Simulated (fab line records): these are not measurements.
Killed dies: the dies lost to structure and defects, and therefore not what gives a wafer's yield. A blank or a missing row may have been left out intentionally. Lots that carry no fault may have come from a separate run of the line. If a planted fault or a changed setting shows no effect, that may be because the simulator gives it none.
The tool behind it: which one? + flow nandHarc + route of 1159 steps, sampled at 1 step: 12 lots, 36 wafers

## WHAT THE GAUGES READ, wafer by wafer
NHARC_A_CONTACT_CD_MEAS_80.
| lot  | measured     | on       | cdNm (nm)         |
|------|--------------|----------|-------------------|
| L079 | day 17 09:16 | cdSem-02 | 189.6 190.5 190.3 |
| L075 | day 17 11:26 | cdSem-03 | 188.4 188.8 188.9 |
| L077 | day 17 15:31 | cdSem-01 | 189.0 189.4 189.0 |
| L083 | day 18 15:56 | cdSem-01 | 188.1 188.8 188.7 |
| L084 | day 19 02:40 | cdSem-03 | 189.1 188.8 189.4 |
| L085 | day 19 13:00 | cdSem-02 | 188.6 188.6 189.0 |
| L087 | day 20 05:45 | cdSem-02 | 189.7 190.3 189.9 |
| L088 | day 20 17:40 | cdSem-02 | 188.6 188.8 189.1 |
| L091 | day 20 23:16 | cdSem-02 | 189.4 189.5 189.5 |
| L094 | day 21 14:32 | cdSem-03 | 188.3 188.9 188.6 |
| L097 | day 22 04:04 | cdSem-01 | 189.7 189.1 189.6 |
| L096 | day 22 09:19 | cdSem-01 | 188.5 189.3 188.5 |

## WHAT TOOL EACH LOT RAN ON (gives the tool, then ch and the chambers of the sampled wafers, and finally the start)
There is no process step in the record ahead of these readings.

## THE ANSWER, worked out from the rows above alone
Rule: the lots themselves supply what counts as usual. The widest of any qualifying gaps counts: lots, ordered by their means at a reading, are off when they make up no more than a third of the lots, leave a main group of 4 or more, and stand apart from it by 3 or more times the standard deviation of that group's means. The tables above print the reading to a certain number of digits; a main group whose means all agree to those digits is not used. Also off: a lot with no number at a reading for which 4 or more lots have one. The other lots that the step has rows for count as sound.
Nothing can be told from this: no lot is off at any reading shown.

## WHAT THE SIMULATOR PUT IN
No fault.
